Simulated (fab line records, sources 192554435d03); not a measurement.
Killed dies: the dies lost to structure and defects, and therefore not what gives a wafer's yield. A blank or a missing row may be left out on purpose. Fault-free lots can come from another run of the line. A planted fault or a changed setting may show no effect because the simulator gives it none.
Which tool was responsible? + flow n5_finfet + 27 wafers from 9 lots sampled at 5 of the route's 1938 steps

WHAT THE GAUGES SHOWED, per wafer
N5_BEOL_M4_RC_MEAS_101. Usual: DIBL_N 36.4 mV/V, standard deviation 1.6; DIBL_P 36.2 mV/V, standard deviation 1.8; IOFF_N 0.159 nA/um, standard deviation 0.029; IOFF_P 0.21 nA/um, standard deviation 0.034; ION_N 670 uA/um, standard deviation 12; ION_P 459 uA/um, standard deviation 8.2; SS_N 71.5 mV/dec, standard deviation 0.59; SS_P 73.2 mV/dec, standard deviation 0.54; VT_N 250 mV, standard deviation 3.3; VT_P -250 mV, standard deviation 3.7.
| lot  | measured     | on        | DIBL_N (mV/V)  | DIBL_P (mV/V)  | IOFF_N (nA/um)    | IOFF_P (nA/um) | ION_N (uA/um) | ION_P (uA/um) | SS_N (mV/dec)  | SS_P (mV/dec)  | VT_N (mV)   | VT_P (mV)      | flag |
|------|--------------|-----------|----------------|----------------|-------------------|----------------|---------------|---------------|----------------|----------------|-------------|----------------|------|
| L747 | day 8 17:43  | prober-02 | 34.2 34.8 36.8 | 33.1 34.2 35.6 | 0.127 0.133 0.163 | 0.17 0.19 0.21 | 658 660 668   | 450 454 462   | 71.2 70.8 72.0 | 73.0 73.5 72.5 | 253 252 252 | -252 -252 -250 |      |
| L752 | day 10 00:43 | prober-01 | 35.7 37.6 37.2 | 36.0 38.7 38.2 | 0.152 0.200 0.187 | 0.24 0.28 0.27 | 668 680 688   | 469 470 472   | 71.6 71.9 72.0 | 73.0 73.7 74.3 | 248 246 244 | -247 -248 -246 |      |
| L754 | day 11 16:36 | prober-01 | 35.4 34.2 36.1 | 35.6 34.4 38.2 | 0.146 0.130 0.167 | 0.17 0.15 0.20 | 671 657 672   | 458 442 455   | 71.8 72.3 72.0 | 72.9 72.1 73.4 | 250 255 249 | -255 -256 -251 |      |
| L757 | day 11 20:03 | prober-01 | 36.5 34.5 36.1 | 36.5 33.8 36.9 | 0.153 0.119 0.135 | 0.20 0.16 0.20 | 663 657 658   | 457 449 459   | 71.3 70.7 70.6 | 73.3 72.7 73.9 | 250 256 253 | -253 -254 -252 |      |
| L759 | day 12 14:15 | prober-02 | 39.6 37.1 38.9 | 38.4 35.3 36.7 | 0.228 0.165 0.199 | 0.24 0.20 0.22 | 701 671 681   | 467 455 456   | 72.1 71.9 71.9 | 73.0 73.3 73.1 | 246 248 248 | -248 -252 -251 |      |
| L764 | day 13 02:19 | prober-01 | 38.3 35.2 37.8 | 39.3 37.0 40.3 | 0.193 0.148 0.189 | 0.27 0.23 0.29 | 676 677 679   | 464 467 473   | 72.3 70.9 72.2 | 73.4 73.4 74.0 | 247 249 245 | -246 -246 -243 |      |
| L765 | day 13 05:46 | prober-02 | 39.8 34.7 37.9 | 38.1 34.4 36.6 | 0.211 0.128 0.181 | 0.25 0.20 0.24 | 673 667 677   | 456 459 458   | 72.7 70.1 72.7 | 74.5 72.9 73.4 | 243 251 246 | -251 -249 -248 |      |
| L766 | day 13 16:05 | prober-02 | 39.1 38.5 39.0 | 37.3 36.3 38.0 | 0.199 0.188 0.196 | 0.22 0.21 0.25 | 683 695 679   | 460 470 462   | 71.9 71.4 71.4 | 73.5 73.1 73.4 | 247 245 245 | -250 -250 -246 |      |
| L767 | day 13 23:15 | prober-02 | 35.5 38.6 36.9 | 34.9 39.7 37.1 | 0.113 0.190 0.152 | 0.14 0.20 0.16 | 649 673 675   | 443 453 455   | 71.2 72.2 71.9 | 72.3 73.7 72.9 | 257 250 251 | -262 -253 -258 |      |

WHICH TOOL RAN EACH LOT (tool, then ch and the chambers of the sampled wafers, then the start)
| lot  | N5_BEOL_M4_ETCH_70                 | N5_BEOL_M4_DEGAS_44          | N5_BEOL_M4_SPUTTER_48        | N5_BEOL_M4_SPUTTER_79        |
|------|------------------------------------|------------------------------|------------------------------|------------------------------|
| L747 | rie_diel-01 ch 1,2,3, day 8 11:46  | pvd_sputter-03, day 8 12:29  | pvd_sputter-01, day 8 14:52  | pvd_sputter-01, day 8 15:05  |
| L752 | rie_diel-06 ch 1,3, day 9 18:54    | pvd_sputter-03, day 9 19:31  | pvd_sputter-02, day 9 21:41  | pvd_sputter-02, day 9 21:54  |
| L754 | rie_diel-06 ch 0,2,3, day 11 10:32 | pvd_sputter-02, day 11 11:17 | pvd_sputter-02, day 11 13:43 | pvd_sputter-02, day 11 13:56 |
| L757 | rie_diel-06 ch 0,3, day 11 15:20   | pvd_sputter-03, day 11 16:11 | pvd_sputter-02, day 11 17:01 | pvd_sputter-02, day 11 17:14 |
| L759 | rie_diel-06 ch 2,3, day 12 07:54   | pvd_sputter-03, day 12 08:52 | pvd_sputter-01, day 12 11:13 | pvd_sputter-01, day 12 11:26 |
| L764 | rie_diel-03 ch 0,2,3, day 12 20:01 | pvd_sputter-02, day 12 20:41 | pvd_sputter-02, day 12 23:01 | pvd_sputter-02, day 12 23:14 |
| L765 | rie_diel-06 ch 1,2,3, day 13 00:57 | pvd_sputter-03, day 13 01:49 | pvd_sputter-02, day 13 02:44 | pvd_sputter-02, day 13 02:57 |
| L766 | rie_diel-01 ch 0,3, day 13 11:32   | pvd_sputter-02, day 13 12:20 | pvd_sputter-02, day 13 13:14 | pvd_sputter-02, day 13 13:27 |
| L767 | rie_diel-01 ch 0,3, day 13 18:47   | pvd_sputter-01, day 13 19:31 | pvd_sputter-02, day 13 20:05 | pvd_sputter-02, day 13 20:18 |
- N5_BEOL_M4_ETCH_70: etches SOC in N2/H2, target depth 80 nm, overetch 24 nm, time 130 s.
- N5_BEOL_M4_DEGAS_44: time 60 s.
- N5_BEOL_M4_SPUTTER_48: material Cu, target thk 4.5 nm, time 8.29 s.
- N5_BEOL_M4_SPUTTER_79: material Cu, target thk 4.5 nm, time 8.29 s.

WHAT THE TOOLS THEMSELVES READ (means of the sampled wafers that have a number; where no wafer has one, the mark that the record gives instead)
N5_BEOL_M4_ETCH_70. Usual: drypump_motor_current_A 5.6 A, standard deviation 0.36; oes_product_au 0.58 a.u., standard deviation 0.066; rf_vpp_V 523.5 V, standard deviation 2.6; showerhead_plenum_p_Torr 2.53 Torr, standard deviation 0.09; throttle_valve_pct 17.89 %, standard deviation 0.24.
| lot  | tool        | drypump_motor_current_A (A) | oes_product_au (a.u.) | rf_vpp_V (V) | showerhead_plenum_p_Torr (Torr) | throttle_valve_pct (%) | flag |
|------|-------------|-----------------------------|-----------------------|--------------|---------------------------------|------------------------|------|
| L747 | rie_diel-01 | 5.5                         | 0.53                  | 522.2        | 2.48                            | 18.02                  |      |
| L752 | rie_diel-06 | 5.5                         | 0.65                  | 522.0        | 2.49                            | 17.65                  |      |
| L754 | rie_diel-06 | 5.8                         | 0.62                  | 522.9        | 2.50                            | 17.82                  |      |
| L757 | rie_diel-06 | 5.9                         | 0.60                  | 521.1        | 2.47                            | 17.96                  |      |
| L759 | rie_diel-06 | 5.4                         | 0.65                  | 524.0        | 2.55                            | 17.78                  |      |
| L764 | rie_diel-03 | 5.9                         | 0.58                  | 524.3        | 2.58                            | 17.76                  |      |
| L765 | rie_diel-06 | 5.4                         | 0.64                  | 522.8        | 2.51                            | 17.74                  |      |
| L766 | rie_diel-01 | 5.5                         | 0.52                  | 524.4        | 2.58                            | 17.97                  |      |
| L767 | rie_diel-01 | 5.5                         | 0.51                  | 523.7        | 2.53                            | 17.91                  |      |

N5_BEOL_M4_DEGAS_44. Usual: 324 W for heater_power_w, sd 27.
| lot  | tool           | heater_power_w (W) | flag |
|------|----------------|--------------------|------|
| L747 | pvd_sputter-03 | 328                |      |
| L752 | pvd_sputter-03 | 332                |      |
| L754 | pvd_sputter-02 | 322                |      |
| L757 | pvd_sputter-03 | 349                |      |
| L759 | pvd_sputter-03 | 355                |      |
| L764 | pvd_sputter-02 | 330                |      |
| L765 | pvd_sputter-03 | 319                |      |
| L766 | pvd_sputter-02 | 302                |      |
| L767 | pvd_sputter-01 | 303                |      |

N5_BEOL_M4_SPUTTER_48. Usual: chamber_pressure_pa 0.06998 Pa, standard deviation 0.00014; chuck_gas_flow_sccm 1.25 sccm, standard deviation 0.053; throttle_valve_pct 29.9 %, standard deviation 0.82.
| lot  | tool           | chamber_pressure_pa (Pa) | chuck_gas_flow_sccm (sccm) | throttle_valve_pct (%) | flag |
|------|----------------|--------------------------|----------------------------|------------------------|------|
| L747 | pvd_sputter-01 | 0.06999                  | 1.29                       | 30.0                   |      |
| L752 | pvd_sputter-02 | 0.06994                  | 1.27                       | 30.2                   |      |
| L754 | pvd_sputter-02 | 0.07003                  | 1.23                       | 30.0                   |      |
| L757 | pvd_sputter-02 | 0.06998                  | 1.25                       | 29.9                   |      |
| L759 | pvd_sputter-01 | 0.06984                  | 1.23                       | 30.0                   |      |
| L764 | pvd_sputter-02 | 0.07004                  | 1.23                       | 29.8                   |      |
| L765 | pvd_sputter-02 | -                        | -                          | -                      | OFF  |
| L766 | pvd_sputter-02 | -                        | -                          | -                      | OFF  |
| L767 | pvd_sputter-02 | 0.07000                  | 1.26                       | 29.9                   |      |

N5_BEOL_M4_SPUTTER_79. Usual: chamber_pressure_pa 0.07002 Pa, standard deviation 0.00014; chuck_gas_flow_sccm 1.27 sccm, standard deviation 0.05; throttle_valve_pct 29.9 %, standard deviation 0.82.
| lot  | tool           | chamber_pressure_pa (Pa) | chuck_gas_flow_sccm (sccm) | throttle_valve_pct (%) | flag |
|------|----------------|--------------------------|----------------------------|------------------------|------|
| L747 | pvd_sputter-01 | 0.07015                  | 1.24                       | 29.9                   |      |
| L752 | pvd_sputter-02 | 0.07016                  | 1.25                       | 30.1                   |      |
| L754 | pvd_sputter-02 | 0.06998                  | 1.26                       | 30.2                   |      |
| L757 | pvd_sputter-02 | 0.07008                  | 1.23                       | 29.9                   |      |
| L759 | pvd_sputter-01 | 0.06990                  | 1.24                       | 30.2                   |      |
| L764 | pvd_sputter-02 | 0.06999                  | 1.31                       | 29.7                   |      |
| L765 | pvd_sputter-02 | 0.07000                  | 1.23                       | 29.8                   |      |
| L766 | pvd_sputter-02 | 0.06993                  | 1.27                       | 30.3                   |      |
| L767 | pvd_sputter-02 | 0.06997                  | 1.27                       | 29.9                   |      |

THE ANSWER, worked out from the rows above alone
Rule: lot off if the mean of its wafers having a number is beyond 3 standard deviations from the usual mean. Also off: a lot with no number at a reading for which 4 or more lots have one. The other lots that the step has rows for count as sound. After the gauges, taken in route order, come the tools' own readings; for these a lot's mean is taken, as printed above. The first step at which some lot is off is used, and at that step the reading that is off furthest; a lot without a number counts as furthest.
Off: L765, L766, at N5_BEOL_M4_SPUTTER_48 (chamber_pressure_pa). Without a number there: L765, L766.
If a tool, at that step or one of the process steps before it, ran each lot that is off and ran no sound lot following the first of them, it fits. None of those tried fits.

WHAT THE SIMULATOR HAD INSERTED
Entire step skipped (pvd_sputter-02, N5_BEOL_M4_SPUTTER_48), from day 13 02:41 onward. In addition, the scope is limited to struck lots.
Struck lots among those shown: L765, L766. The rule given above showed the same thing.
